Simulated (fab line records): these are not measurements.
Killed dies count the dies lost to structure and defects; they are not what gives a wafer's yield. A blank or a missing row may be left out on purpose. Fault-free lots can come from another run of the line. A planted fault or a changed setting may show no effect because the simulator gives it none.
fab line records	flow n5Finfet
[record] lots = 24	wafers = 72	lastDay = 18
route steps=1938 shown BEOL_M14@1756 BEOL_M15@1793
lots that met no fault: from a run of the same line without faults
startH: hours from the record's first day to the start of the lot's first wafer shown	waitH: how many hours have passed since the lot's step before this one	" the same as in the row above	L1.1+2: one row covering several wafers at once	- no value, or no start given	* or withheld: withheld	< > ~ a bound
route shown NAME@n: a module of which the file shows steps, and the number in the route of the first	usual: mean and standard deviation over wafers with no fault	same: alike in all rows	chamber/n: place in a boat	sites: per-site readings	_std_site: their standard deviation	_edge_site: mean of outer sites minus mean of inner sites	radiusMm: for every site, how far away it sits from the centre of the wafer	mask NAME#n: copy n	behind: the tool/chamber that last shaped the wafer	hold: cause of the lot's hold/its duration in hours/its outcome	device: names the non-switching transistor (n, p or np)	end of line: the route-end tests of the same wafers	a step given without rows: its recipe and nothing more	killed: the dies lost at the first sort to structure and to defects; this is not the yield of the wafer	map: a wafer's dies, x killed, . not, _ none there
set.NAME: setting as actually run; set.NAME@STEP: the setting as run at that earlier step	model.NAME: the simulator's own value behind a step, which no gauge read
one table for each step of the route and one row for each wafer, over a sample of lots
services: when a tool's chamber went out of use (startH, in hours from the record's first day, below 0 if earlier), for how many hours, and the reason
[[steps]]
[step N5_BEOL_M14_STRIP_37]
[recipe] chemistry = O2	powerW = 600	tempC = 60	pressureMtorr = 30	rfFrequencyHz = 6e+07	biasPowerW = 0	overashFraction = 0.3	o2FlowSccm = 225
[usual] drypumpMotorCurrentA = 5.7/0.51	oesProductAu = 0.82/0.073	rfVppV = 3.7/1	showerheadPlenumPTorr = 2.10/0.084	throttleValvePct = 16.60/0.23
lot.wafer	tool	chamber	startH	waitH	drypumpMotorCurrentA	oesProductAu	rfHoursCounterH	rfVppV	showerheadPlenumPTorr	throttleValvePct
L074.2	rieDiel-02	0	257.08	4.5	5.6	0.70	216	2.6	1.99	16.82
L074.3	"	3	"	"	6.5	0.65	239	5.0	1.96	16.45
L074.5	"	3	"	"	6.5	0.67	-	5.3	1.96	16.42
L076.1	rieDiel-02	2	261.10	2.3	5.4	0.89	37	5.6	2.23	16.62
L076.3	"	1	"	"	5.4	0.97	3	1.2	2.23	16.38
L076.5	"	0	"	"	5.6	0.68	-	3.3	1.99	16.86
L075.1	rieDiel-01	1	262.39	3.0	6.7	0.89	36	3.5	2.04	16.67
L075.5	"	2	"	"	5.2	0.91	-	3.9	2.06	16.20
L075.6	"	1	"	"	6.7	0.89	-	4.9	2.04	16.68
L077.2	rieDiel-06	2	266.29	0.6	5.5	0.82	86	4.7	2.12	16.93
L077.5	"	0	"	"	5.5	0.89	-	3.7	2.24	16.56
L077.6	"	1	"	"	4.9	0.77	-	4.0	2.10	16.47
L078.3	rieDiel-01	3	282.31	2.9	6.1	0.87	49	3.5	2.07	16.78
L078.5	"	0	"	"	6.0	0.75	-	4.0	2.08	16.63
L078.6	"	3	"	"	6.1	0.85	-	5.3	2.07	16.76
L079.2	rieDiel-06	1	285.40	4.0	4.9	0.77	157	3.2	2.10	16.51
L079.5	"	3	"	"	5.3	0.86	-	3.6	2.05	16.31
L079.6	"	0	"	"	5.5	0.90	-	3.5	2.23	16.56
L081.1	rieDiel-02	0	295.13	0.2	5.5	0.69	229	5.6	1.99	16.89
L081.4	"	0	"	"	5.6	0.69	-	2.4	1.99	16.84
L081.6	"	1	"	"	5.4	0.93	-	3.4	2.23	16.32
L080.2	rieDiel-02	1	300.85	0.4	5.4	0.92	15	4.1	2.23	16.38
L080.3	"	0	"	"	5.6	0.68	231	4.4	1.99	16.87
L080.6	"	0	"	"	5.6	0.67	-	2.5	1.98	16.88
L082.1	rieDiel-01	0	307.33	0.6	6.0	0.72	165	4.9	2.07	16.61
L082.2	"	2	"	"	5.1	0.87	46	4.0	2.05	16.24
L082.5	"	3	"	"	6.1	0.85	-	5.0	2.06	16.76
L083.2	rieDiel-02	2	316.13	1.6	5.4	0.83	62	2.3	2.22	16.66
L083.5	"	0	"	"	5.6	0.68	-	4.8	1.98	16.88
L083.6	"	1	"	"	5.4	0.92	-	3.6	2.22	16.36
L084.1	rieDiel-06	0	316.17	1.2	5.5	0.89	50	4.2	2.23	16.59
L084.5	"	2	"	"	5.5	0.82	-	2.9	2.11	16.97
L084.6	"	1	"	"	5.0	0.77	-	3.0	2.09	16.49
L085.2	rieDiel-01	1	317.90	0.5	6.7	0.86	57	5.5	2.04	16.76
L085.3	"	3	"	"	6.1	0.84	64	2.7	2.06	16.80
L085.5	"	2	"	"	5.1	0.87	-	4.0	2.05	16.26
L086.1	rieDiel-06	2	330.23	3.4	5.5	0.80	108	4.1	2.11	16.99
L086.5	"	0	"	"	5.5	0.88	-	2.3	2.23	16.61
L086.6	"	3	"	"	5.3	0.84	-	4.9	2.05	16.34
L087.2	rieDiel-06	1	336.28	0.2	4.9	0.75	173	2.7	2.09	16.51
L087.3	"	0	"	"	5.5	0.88	55	4.1	2.23	16.59
L087.5	"	2	"	"	5.5	0.78	-	3.0	2.11	16.99
L089.1	rieDiel-01	2	346.40	2.0	5.1	0.88	61	2.9	2.04	16.27
L089.2	"	0	"	"	6.0	0.72	179	3.1	2.07	16.63
L089.5	"	1	"	"	6.7	0.85	-	3.8	2.03	16.71
L091.1	rieDiel-02	0	352.02	0.5	5.6	0.68	249	4.3	1.98	16.90
L091.2	"	3	"	"	6.5	0.94	10	2.3	2.21	15.99
L091.5	"	1	"	"	5.3	0.90	-	4.9	2.22	16.36
L090.1	rieDiel-01	2	352.06	0.3	5.1	0.85	63	2.9	2.04	16.31
L090.3	"	0	"	"	6.0	0.73	181	4.5	2.07	16.68
L090.4	"	3	"	"	6.1	0.83	76	4.8	2.06	16.81
L088.1	rieDiel-01	2	370.47	3.5	5.1	0.85	69	5.4	2.04	16.29
L088.3	"	0	"	"	6.0	0.71	187	4.8	2.07	16.67
L088.5	"	1	"	"	6.7	0.83	-	4.4	2.03	16.78
L092.1	rieDiel-01	1	370.81	0.0	6.7	0.84	75	4.6	2.03	16.75
L092.2	"	3	"	"	6.1	0.81	81	1.7	2.05	16.85
L092.3	"	0	"	"	6.0	0.71	187	4.1	2.07	16.68
L095.2	rieDiel-06	3	371.49	0.0	5.3	0.82	84	3.7	2.04	16.41
L095.3	"	1	"	"	4.9	0.74	186	3.4	2.09	16.55
L095.4	"	2	"	"	5.5	0.78	122	4.7	2.11	17.02
L094.2	rieDiel-02	3	382.62	2.6	6.6	0.93	21	3.5	2.21	16.04
L094.4	"	2	"	"	5.4	0.83	85	4.0	2.21	16.67
L094.5	"	1	"	"	5.4	0.87	-	2.6	2.22	16.43
L093.1	rieDiel-01	3	394.97	0.1	6.0	0.81	90	3.4	2.05	16.84
L093.4	"	0	"	"	6.0	0.71	195	1.1	2.06	16.67
L093.5	"	2	"	"	5.2	0.85	-	4.1	2.04	16.29
L096.2	rieDiel-01	2	402.98	0.6	5.1	0.84	80	4.0	2.04	16.29
L096.3	"	1	"	"	6.7	0.82	85	5.0	2.03	16.80
L096.6	"	0	"	"	6.0	0.72	-	3.3	2.06	16.71
L097.1	rieDiel-06	1	417.22	1.0	4.9	0.74	201	4.1	2.08	16.60
L097.5	"	3	"	"	5.3	0.79	-	5.1	2.04	16.40
L097.6	"	2	"	"	5.5	0.77	-	4.7	2.10	17.06
[step N5_BEOL_M14_PRE_CLEAN_42]
[recipe] gas = H2/He	timeS = 30	tempC = 300
[usual] heaterPowerW = 452/55
lot.wafer	tool	chamber	startH	waitH	heaterPowerW
L074.2	pvdSputter-03	-	257.53	0.0	439
L074.3	"	-	"	"	391
L074.5	"	-	"	"	464
L076.1	pvdSputter-03	-	261.40	0.0	434
L076.3	"	-	"	"	396
L076.5	"	-	"	"	445
L075.1	pvdSputter-02	-	262.71	0.0	425
L075.5	"	-	"	"	490
L075.6	"	-	"	"	587
L077.2	pvdSputter-01	-	266.86	0.0	408
L077.5	"	-	"	"	502
L077.6	"	-	"	"	476
L078.3	pvdSputter-02	-	285.17	0.0	576
L078.5	"	-	"	"	463
L078.6	"	-	"	"	580
L079.2	pvdSputter-03	-	286.14	0.0	397
L079.5	"	-	"	"	448
L079.6	"	-	"	"	420
L081.1	pvdSputter-01	-	295.64	0.0	482
L081.4	"	-	"	"	501
L081.6	"	-	"	"	501
L080.2	pvdSputter-02	-	301.54	0.0	458
L080.3	"	-	"	"	490
L080.6	"	-	"	"	425
L082.1	pvdSputter-02	-	307.67	0.0	467
L082.2	"	-	"	"	592
L082.5	"	-	"	"	584
L083.2	pvdSputter-02	-	316.79	0.0	490
L083.5	"	-	"	"	499
L083.6	"	-	"	"	592
L084.1	pvdSputter-02	-	317.11	0.0	494
L084.5	"	-	"	"	458
L084.6	"	-	"	"	427
L085.2	pvdSputter-02	-	318.97	0.0	596
L085.3	"	-	"	"	430
L085.5	"	-	"	"	411
L086.1	pvdSputter-02	-	330.82	0.0	569
L086.5	"	-	"	"	457
L086.6	"	-	"	"	427
L087.2	pvdSputter-03	-	336.58	0.0	407
L087.3	"	-	"	"	389
L087.5	"	-	"	"	408
L089.1	pvdSputter-03	-	346.88	0.0	411
L089.2	"	-	"	"	428
L089.5	"	-	"	"	448
L091.1	pvdSputter-03	-	352.66	0.0	431
L091.2	"	-	"	"	388
L091.5	"	-	"	"	435
L090.1	pvdSputter-02	-	352.66	0.0	589
L090.3	"	-	"	"	431
L090.4	"	-	"	"	515
L088.1	pvdSputter-03	-	371.01	0.0	402
L088.3	"	-	"	"	427
L088.5	"	-	"	"	388
L092.1	pvdSputter-03	-	371.49	0.0	409
L092.2	"	-	"	"	381
L092.3	"	-	"	"	427
L095.2	pvdSputter-03	-	373.65	0.0	438
L095.3	"	-	"	"	441
L095.4	"	-	"	"	399
L094.2	pvdSputter-03	-	383.44	0.0	399
L094.4	"	-	"	"	443
L094.5	"	-	"	"	402
L093.1	pvdSputter-01	-	395.58	0.0	405
L093.4	"	-	"	"	468
L093.5	"	-	"	"	399
L096.2	pvdSputter-03	-	403.52	0.0	430
L096.3	"	-	"	"	460
L096.6	"	-	"	"	398
L097.1	pvdSputter-03	-	417.86	0.0	438
L097.5	"	-	"	"	446
L097.6	"	-	"	"	429
[step N5_BEOL_M14_THK_MEAS_50]
[recipe] thkMeasGauge = xrf	reads = Cu_of_BEOL_M14_ECD_47
[usual] M14_THK = 555/15
lot.wafer	tool	chamber	startH	waitH	M14_THK[nm]
L074.2	filmMetro-01	-	258.63	-	537
L074.3	"	-	"	"	553
L074.5	"	-	"	"	557
L076.1	filmMetro-01	-	262.51	-	563
L076.3	"	-	"	"	577
L076.5	"	-	"	"	533
L075.1	filmMetro-02	-	263.91	-	567
L075.5	"	-	"	"	571
L075.6	"	-	"	"	578
L077.2	filmMetro-01	-	267.96	-	535
L077.5	"	-	"	"	578
L077.6	"	-	"	"	567
L078.3	filmMetro-01	-	286.28	-	575
L078.5	"	-	"	"	554
L078.6	"	-	"	"	545
L079.2	filmMetro-02	-	287.24	-	562
L079.5	"	-	"	"	567
L079.6	"	-	"	"	566
L081.1	filmMetro-02	-	297.38	-	549
L081.4	"	-	"	"	540
L081.6	"	-	"	"	553
L080.2	filmMetro-01	-	302.64	-	566
L080.3	"	-	"	"	567
L080.6	"	-	"	"	564
L082.1	filmMetro-01	-	308.86	-	529
L082.2	"	-	"	"	547
L082.5	"	-	"	"	546
L083.2	filmMetro-02	-	317.89	-	535
L083.5	"	-	"	"	558
L083.6	"	-	"	"	531
L084.1	filmMetro-02	-	318.34	-	571
L084.5	"	-	"	"	566
L084.6	"	-	"	"	538
L085.2	filmMetro-01	-	320.08	-	537
L085.3	"	-	"	"	561
L085.5	"	-	"	"	550
L086.1	filmMetro-01	-	331.93	-	551
L086.5	"	-	"	"	553
L086.6	"	-	"	"	542
L087.2	filmMetro-02	-	337.91	-	549
L087.3	"	-	"	"	555
L087.5	"	-	"	"	564
L089.1	filmMetro-02	-	348.25	-	575
L089.2	"	-	"	"	542
L089.5	"	-	"	"	556
L091.1	filmMetro-02	-	353.75	-	574
L091.2	"	-	"	"	578
L091.5	"	-	"	"	538
L090.1	filmMetro-01	-	353.76	-	532
L090.3	"	-	"	"	563
L090.4	"	-	"	"	564
L088.1	filmMetro-01	-	372.13	-	565
L088.3	"	-	"	"	547
L088.5	"	-	"	"	564
L092.1	filmMetro-02	-	372.65	-	569
L092.2	"	-	"	"	559
L092.3	"	-	"	"	567
L095.2	filmMetro-02	-	374.79	-	579
L095.3	"	-	"	"	556
L095.4	"	-	"	"	542
L094.2	filmMetro-02	-	384.54	-	530
L094.4	"	-	"	"	553
L094.5	"	-	"	"	530
L093.1	filmMetro-02	-	396.70	-	533
L093.4	"	-	"	"	573
L093.5	"	-	"	"	572
L096.2	filmMetro-01	-	404.61	-	550
L096.3	"	-	"	"	528
L096.6	"	-	"	"	557
L097.1	filmMetro-02	-	418.95	-	564
L097.5	"	-	"	"	578
L097.6	"	-	"	"	537
[step N5_BEOL_M15_CD_MEAS_17]
[recipe] targetCdNm = 360	polarity = opening
[usual] cdNm = 361.8/2.4
lot.wafer	tool	chamber	startH	waitH	cdNm
L074.2	cdSem-01	-	260.09	0.0	365.4
L074.3	"	-	"	"	364.5
L074.5	"	-	"	"	364.3
L076.1	cdSem-02	-	263.84	0.0	365.5
L076.3	"	-	"	"	364.9
L076.5	"	-	"	"	364.1
L075.1	cdSem-03	-	265.37	0.0	364.0
L075.5	"	-	"	"	361.9
L075.6	"	-	"	"	361.3
L077.2	cdSem-01	-	269.42	0.0	361.4
L077.5	"	-	"	"	363.4
L077.6	"	-	"	"	361.7
L078.3	cdSem-02	-	287.74	0.0	362.7
L078.5	"	-	"	"	361.4
L078.6	"	-	"	"	361.1
L079.2	cdSem-02	-	288.81	0.0	363.6
L079.5	"	-	"	"	363.4
L079.6	"	-	"	"	362.6
L081.1	cdSem-01	-	298.84	0.0	363.5
L081.4	"	-	"	"	363.6
L081.6	"	-	"	"	364.0
L080.2	cdSem-01	-	303.97	0.0	363.8
L080.3	"	-	"	"	364.1
L080.6	"	-	"	"	357.8
L082.1	cdSem-03	-	310.20	0.0	365.0
L082.2	"	-	"	"	361.6
L082.5	"	-	"	"	361.0
L083.2	cdSem-03	-	319.45	0.0	357.6
L083.5	"	-	"	"	359.5
L083.6	"	-	"	"	355.4
L084.1	cdSem-01	-	319.81	0.0	366.5
L084.5	"	-	"	"	363.7
L084.6	"	-	"	"	366.1
L085.2	cdSem-02	-	321.53	0.0	361.8
L085.3	"	-	"	"	361.6
L085.5	"	-	"	"	358.9
L086.1	cdSem-03	-	333.37	0.0	363.2
L086.5	"	-	"	"	363.5
L086.6	"	-	"	"	363.3
L087.2	cdSem-02	-	339.35	0.0	365.2
L087.3	"	-	"	"	360.9
L087.5	"	-	"	"	363.5
L089.1	cdSem-01	-	349.99	0.0	360.6
L089.2	"	-	"	"	360.3
L089.5	"	-	"	"	362.5
L091.1	cdSem-01	-	355.08	0.0	358.5
L091.2	"	-	"	"	356.9
L091.5	"	-	"	"	362.1
L090.1	cdSem-03	-	355.25	0.0	362.1
L090.3	"	-	"	"	361.6
L090.4	"	-	"	"	361.9
L088.1	cdSem-03	-	373.74	0.0	358.4
L088.3	"	-	"	"	359.4
L088.5	"	-	"	"	359.9
L092.1	cdSem-01	-	374.11	0.0	361.4
L092.2	"	-	"	"	365.5
L092.3	"	-	"	"	360.6
L095.2	cdSem-03	-	377.36	0.0	362.5
L095.3	"	-	"	"	363.7
L095.4	"	-	"	"	362.9
L094.2	cdSem-03	-	386.10	0.0	359.1
L094.4	"	-	"	"	356.6
L094.5	"	-	"	"	358.9
L093.1	cdSem-01	-	398.19	0.0	359.1
L093.4	"	-	"	"	361.4
L093.5	"	-	"	"	357.9
L096.2	cdSem-01	-	406.26	0.0	362.4
L096.3	"	-	"	"	361.5
L096.6	"	-	"	"	360.2
L097.1	cdSem-03	-	420.29	0.0	365.5
L097.5	"	-	"	"	360.0
L097.6	"	-	"	"	363.1
[step N5_BEOL_M15_ETCH_61]
[recipe] chemistry = N2/H2	target = BARC	targetDepthA = 890	overetchA = 267	timeS = 67.9	ionEnergyEv = 200	pressureMtorr = 30	sourceW = 840	biasW = 150	n2FlowSccm = 200	h2FlowSccm = 200
[usual] drypumpMotorCurrentA = 5.6/0.44	oesProductAu = 0.66/0.072	rfVppV = 524.3/2.1	showerheadPlenumPTorr = 2.55/0.07	throttleValvePct = 17.94/0.25
lot.wafer	tool	chamber	startH	waitH	drypumpMotorCurrentA	oesProductAu	rfHoursCounterH	rfVppV	showerheadPlenumPTorr	throttleValvePct
L074.2	rieDiel-05	2	261.13	0.0	5.3	0.61	200	523.1	2.52	17.81
L074.3	"	0	"	"	5.8	0.61	211	526.0	2.61	17.97
L074.5	"	0	"	"	5.8	0.61	-	526.5	2.61	17.96
L076.1	rieDiel-03	1	265.35	0.0	5.1	0.64	175	523.6	2.51	17.90
L076.3	"	0	"	"	5.5	0.71	82	521.5	2.47	17.90
L076.5	"	2	"	"	5.1	0.79	-	524.8	2.59	17.43
L075.1	rieDiel-04	3	266.51	0.0	5.0	0.81	4	522.6	2.48	17.50
L075.5	"	0	"	"	6.2	0.62	-	524.9	2.53	18.11
L075.6	"	3	"	"	5.0	0.82	-	521.4	2.47	17.53
L077.2	rieDiel-05	2	270.42	0.0	5.3	0.60	205	522.5	2.51	17.80
L077.5	"	3	"	"	5.8	0.63	-	523.8	2.53	18.21
L077.6	"	2	"	"	5.3	0.61	-	522.3	2.51	17.81
L078.3	rieDiel-04	1	288.90	0.0	5.5	0.65	146	524.7	2.53	18.19
L078.5	"	1	"	"	5.5	0.65	-	524.3	2.53	18.17
L078.6	"	2	"	"	6.6	0.81	-	528.6	2.72	17.60
L079.2	rieDiel-05	3	290.11	0.0	5.8	0.62	196	521.5	2.53	18.19
L079.5	"	3	"	"	5.8	0.61	-	523.0	2.53	18.21
L079.6	"	0	"	"	5.8	0.60	-	525.3	2.61	17.99
L081.1	rieDiel-04	1	299.96	0.0	5.6	0.65	149	523.9	2.53	18.20
L081.4	"	2	"	"	6.5	0.80	-	528.7	2.72	17.60
L081.6	"	0	"	"	6.1	0.60	-	523.0	2.52	18.11
L080.2	rieDiel-05	2	305.09	0.0	5.3	0.61	216	522.8	2.51	17.83
L080.3	"	0	"	"	5.8	0.60	228	526.3	2.61	18.00
L080.6	"	3	"	"	5.9	0.62	-	522.4	2.53	18.22
L082.1	rieDiel-03	0	311.56	0.0	5.5	0.70	95	522.0	2.46	17.94
L082.2	"	2	"	"	5.1	0.75	30	524.7	2.58	17.44
L082.5	"	1	"	"	5.1	0.62	-	523.4	2.51	17.91
L083.2	rieDiel-03	1	320.45	0.0	5.1	0.62	193	524.3	2.51	17.89
L083.5	"	3	"	"	5.6	0.62	-	525.7	2.62	18.16
L083.6	"	0	"	"	5.5	0.70	-	521.3	2.46	17.93
L084.1	rieDiel-04	0	320.81	0.0	6.2	0.60	235	522.3	2.52	18.14
L084.5	"	3	"	"	5.0	0.79	-	522.1	2.47	17.53
L084.6	"	2	"	"	6.5	0.78	-	529.3	2.71	17.62
L085.2	rieDiel-04	1	322.66	0.0	5.5	0.64	158	524.4	2.53	18.20
L085.3	"	2	"	"	6.5	0.79	19	528.3	2.71	17.62
L085.5	"	3	"	"	4.9	0.80	-	522.0	2.47	17.53
L086.1	rieDiel-05	0	334.83	0.0	5.8	0.59	236	526.1	2.60	18.00
L086.5	"	2	"	"	5.3	0.60	-	524.2	2.50	17.85
L086.6	"	3	"	"	5.9	0.61	-	522.9	2.53	18.23
L087.2	rieDiel-05	2	340.35	0.0	5.3	0.60	227	523.8	2.50	17.84
L087.3	"	0	"	"	5.8	0.59	237	526.7	2.60	18.01
L087.5	"	0	"	"	5.8	0.60	-	525.7	2.60	18.01
L089.1	rieDiel-04	3	350.99	0.0	5.0	0.77	23	524.2	2.47	17.53
L089.2	"	0	"	"	6.1	0.59	242	523.0	2.51	18.16
L089.5	"	2	"	"	6.5	0.77	-	527.4	2.71	17.64
L091.1	rieDiel-05	2	356.08	0.0	5.3	0.59	231	524.1	2.50	17.86
L091.2	"	3	"	"	5.8	0.61	216	522.4	2.52	18.24
L091.5	"	2	"	"	5.3	0.59	-	521.6	2.50	17.86
L090.1	rieDiel-04	3	356.38	0.0	5.0	0.77	25	522.2	2.47	17.55
L090.3	"	1	"	"	5.5	0.63	166	523.6	2.53	18.22
L090.4	"	2	"	"	6.5	0.76	30	528.4	2.71	17.64
L088.1	rieDiel-03	0	375.36	0.0	5.5	0.68	116	521.2	2.45	17.97
L088.3	"	1	"	"	5.1	0.61	210	523.4	2.50	17.94
L088.5	"	3	"	"	5.6	0.61	-	526.3	2.62	18.20
L092.1	rieDiel-03	2	376.59	0.0	5.1	0.75	46	526.7	2.57	17.46
L092.2	"	1	"	"	5.1	0.61	210	524.6	2.50	17.93
L092.3	"	3	"	"	5.6	0.60	219	525.5	2.61	18.20
L095.2	rieDiel-03	3	378.39	0.0	5.6	0.61	219	525.6	2.61	18.20
L095.3	"	0	"	"	5.5	0.68	117	519.6	2.45	17.97
L095.4	"	1	"	"	5.1	0.61	211	523.4	2.50	17.94
L094.2	rieDiel-03	1	387.35	0.0	5.1	0.61	214	522.9	2.50	17.95
L094.4	"	3	"	"	5.6	0.60	222	526.2	2.61	18.22
L094.5	"	3	"	"	5.6	0.60	-	525.7	2.61	18.19
L093.1	rieDiel-03	3	399.59	0.0	5.6	0.61	226	526.5	2.61	18.21
L093.4	"	0	"	"	5.4	0.67	-	520.7	2.45	17.98
L093.5	"	3	"	"	5.6	0.60	-	525.8	2.61	18.21
L096.2	rieDiel-05	0	407.39	0.0	5.8	0.59	248	525.6	2.60	18.02
L096.3	"	1	"	"	5.6	0.58	246	523.3	2.52	18.15
L096.6	"	0	"	"	5.8	0.58	-	526.3	2.60	18.04
L097.1	rieDiel-04	0	421.39	0.0	6.1	0.82	0	522.9	2.51	17.70
L097.5	"	2	"	"	6.6	0.73	-	529.0	2.70	17.69
L097.6	"	1	"	"	5.6	0.61	-	524.4	2.51	18.27
[step N5_BEOL_M15_TRENCH_ETCH_34]
[recipe] chemistry = C4F8/O2/Ar	target = SiO2	targetDepthA = 8729.3	heInnerTorr = 15	heOuterTorr = 30	timeS = 199	ionEnergyEv = 800	pressureMtorr = 20	sourceW = 1905	biasW = 2040	Ar_flow_sccm = 400	C4F8_flow_sccm = 16	O2_flow_sccm = 12
[usual] C4F8_flow_sccm = 15.99/0.049	drypumpMotorCurrentA = 5.6/0.44	oesProductAu = 0.77/0.088	rfVppV = 2227/42	showerheadPlenumPTorr = 3.45/0.091	throttleValvePct = 30.95/0.18
lot.wafer	tool	chamber	startH	waitH	C4F8_flow_sccm	drypumpMotorCurrentA	oesProductAu	rfHoursCounterH	rfVppV	showerheadPlenumPTorr	throttleValvePct
L074.2	rieDiel-05	2	261.18	0.0	15.98	5.3	0.71	200	2167	3.42	30.82
L074.3	"	0	"	"	15.93	5.8	0.71	211	2246	3.53	30.87
L074.5	"	0	"	"	15.98	5.8	0.72	-	2247	3.53	30.88
L076.1	rieDiel-03	1	265.40	0.0	16.01	5.1	0.74	175	2258	3.42	31.04
L076.3	"	0	"	"	16.05	5.5	0.83	82	2208	3.34	30.99
L076.5	"	2	"	"	15.98	5.1	0.93	-	2235	3.52	30.70
L075.1	rieDiel-04	3	266.56	0.0	15.98	5.0	0.96	5	2171	3.39	30.93
L075.5	"	0	"	"	15.98	6.1	0.72	-	2259	3.42	31.10
L075.6	"	3	"	"	16.00	5.0	0.97	-	2172	3.39	30.91
L077.2	rieDiel-05	2	270.47	0.0	15.96	5.3	0.70	205	2166	3.41	30.79
L077.5	"	3	"	"	15.99	5.8	0.73	-	2252	3.39	30.82
L077.6	"	2	"	"	16.06	5.3	0.69	-	2167	3.41	30.81
L078.3	rieDiel-04	1	288.95	0.0	16.04	5.5	0.74	146	2166	3.43	31.19
L078.5	"	1	"	"	16.07	5.5	0.76	-	2167	3.43	31.21
L078.6	"	2	"	"	16.00	6.5	0.96	-	2266	3.67	30.66
L079.2	rieDiel-05	3	290.16	0.0	16.00	5.8	0.72	196	2253	3.39	30.83
L079.5	"	3	"	"	15.97	5.8	0.72	-	2253	3.39	30.84
L079.6	"	0	"	"	16.03	5.8	0.69	-	2247	3.52	30.87
L081.1	rieDiel-04	1	300.01	0.0	15.95	5.5	0.75	149	2166	3.43	31.21
L081.4	"	2	"	"	15.93	6.5	0.95	-	2268	3.66	30.66
L081.6	"	0	"	"	15.92	6.2	0.71	-	2256	3.42	31.11
L080.2	rieDiel-05	2	305.15	0.0	15.99	5.3	0.69	216	2166	3.41	30.82
L080.3	"	0	"	"	15.99	5.8	0.69	228	2246	3.52	30.88
L080.6	"	3	"	"	16.00	5.8	0.71	-	2254	3.39	30.83
L082.1	rieDiel-03	0	311.61	0.0	15.93	5.5	0.81	95	2207	3.34	31.00
L082.2	"	2	"	"	15.91	5.1	0.90	31	2235	3.51	30.75
L082.5	"	1	"	"	15.95	5.1	0.73	-	2257	3.42	31.06
L083.2	rieDiel-03	1	320.50	0.0	16.05	5.1	0.72	193	2257	3.42	31.06
L083.5	"	3	"	"	15.86	5.6	0.73	-	2292	3.55	31.25
L083.6	"	0	"	"	15.97	5.5	0.81	-	2205	3.33	31.00
L084.1	rieDiel-04	0	320.86	0.0	16.02	6.2	0.71	235	2257	3.41	31.14
L084.5	"	3	"	"	15.98	4.9	0.93	-	2171	3.38	30.91
L084.6	"	2	"	"	15.95	6.5	0.92	-	2266	3.66	30.66
L085.2	rieDiel-04	1	322.71	0.0	15.99	5.6	0.74	159	2166	3.42	31.21
L085.3	"	2	"	"	16.06	6.5	0.93	19	2267	3.66	30.68
L085.5	"	3	"	"	16.01	5.0	0.93	-	2172	3.38	30.93
L086.1	rieDiel-05	0	334.88	0.0	16.04	5.8	0.70	236	2244	3.52	30.90
L086.5	"	2	"	"	16.01	5.3	0.70	-	2165	3.40	30.83
L086.6	"	3	"	"	16.01	5.8	0.71	-	2251	3.38	30.85
L087.2	rieDiel-05	2	340.40	0.0	15.92	5.3	0.68	227	2166	3.40	30.85
L087.3	"	0	"	"	15.97	5.8	0.69	237	2248	3.51	30.89
L087.5	"	0	"	"	15.97	5.8	0.69	-	2246	3.51	30.90
L089.1	rieDiel-04	3	351.04	0.0	16.05	5.0	0.90	23	2170	3.38	30.92
L089.2	"	0	"	"	16.06	6.2	0.70	242	2257	3.41	31.13
L089.5	"	2	"	"	15.93	6.6	0.90	-	2266	3.65	30.66
L091.1	rieDiel-05	2	356.13	0.0	15.91	5.3	0.68	231	2163	3.40	30.85
L091.2	"	3	"	"	15.98	5.9	0.70	216	2251	3.38	30.84
L091.5	"	2	"	"	16.01	5.3	0.68	-	2165	3.40	30.84
L090.1	rieDiel-04	3	356.43	0.0	16.04	5.0	0.90	25	2170	3.38	30.92
L090.3	"	1	"	"	15.91	5.6	0.73	166	2164	3.42	31.22
L090.4	"	2	"	"	15.89	6.6	0.90	30	2264	3.65	30.67
L088.1	rieDiel-03	0	375.41	0.0	16.10	5.5	0.79	116	2205	3.32	31.01
L088.3	"	1	"	"	15.92	5.1	0.70	210	2257	3.41	31.06
L088.5	"	3	"	"	16.01	5.6	0.72	-	2289	3.54	31.26
L092.1	rieDiel-03	2	376.64	0.0	15.96	5.1	0.87	46	2233	3.50	30.75
L092.2	"	1	"	"	16.06	5.1	0.71	210	2255	3.41	31.08
L092.3	"	3	"	"	15.95	5.6	0.72	219	2290	3.54	31.26
L095.2	rieDiel-03	3	378.44	0.0	15.96	5.6	0.72	220	2290	3.54	31.26
L095.3	"	0	"	"	16.03	5.5	0.79	117	2205	3.32	31.02
L095.4	"	1	"	"	15.93	5.1	0.71	211	2256	3.41	31.06
L094.2	rieDiel-03	1	387.40	0.0	16.04	5.1	0.71	214	2256	3.40	31.06
L094.4	"	3	"	"	16.01	5.6	0.71	222	2290	3.54	31.27
L094.5	"	3	"	"	15.99	5.6	0.72	-	2291	3.54	31.27
L093.1	rieDiel-03	3	399.64	0.0	16.01	5.6	0.71	226	2290	3.53	31.28
L093.4	"	0	"	"	15.94	5.4	0.77	-	2205	3.32	31.01
L093.5	"	3	"	"	15.99	5.6	0.71	-	2290	3.53	31.27
L096.2	rieDiel-05	0	407.44	0.0	16.05	5.8	0.68	248	2244	3.51	30.91
L096.3	"	1	"	"	15.91	5.6	0.66	246	2188	3.37	30.80
L096.6	"	0	"	"	16.05	5.8	0.68	-	2247	3.51	30.90
L097.1	rieDiel-04	0	421.45	0.0	16.02	6.2	0.97	0	2256	3.40	30.84
L097.5	"	2	"	"	16.01	6.6	0.86	-	2265	3.64	30.70
L097.6	"	1	"	"	15.89	5.5	0.71	-	2164	3.40	31.26
[[services]]
tool	chamber	startH	hours	kind
rieDiel-03	1	238.76	4.5	repair
rieDiel-04	2	254.91	-	clean
rieDiel-04	2	254.91	-	consumableReplace:focusRing
rieDiel-04	2	254.91	-	consumableReplace:showerhead
rieDiel-04	2	254.91	16.8	scheduledDown
rieDiel-04	2	254.91	16.8	ventCycle
rieDiel-02	0	262.90	4.5	repair
rieDiel-04	3	285.00	27.2	repair
rieDiel-04	0	322.48	6.7	repair
rieDiel-06	0	323.70	2.2	repair
rieDiel-04	-	351.21	1.5	repair
rieDiel-05	1	366.16	8.4	repair
rieDiel-05	-	374.16	14.6	pm
rieDiel-04	3	378.16	8.3	repair
rieDiel-05	0	389.04	11.5	repair
rieDiel-04	0	395.62	-	clean
rieDiel-04	0	395.62	-	consumableReplace:focusRing
rieDiel-04	0	395.62	24.4	scheduledDown
rieDiel-04	0	395.62	24.4	ventCycle
rieDiel-03	1	396.85	17.9	repair
rieDiel-05	0	411.60	-	clean
rieDiel-05	0	411.60	-	consumableReplace:focusRing
rieDiel-05	0	411.60	23.8	scheduledDown
rieDiel-05	0	411.60	23.8	ventCycle
[[key]]
fault none
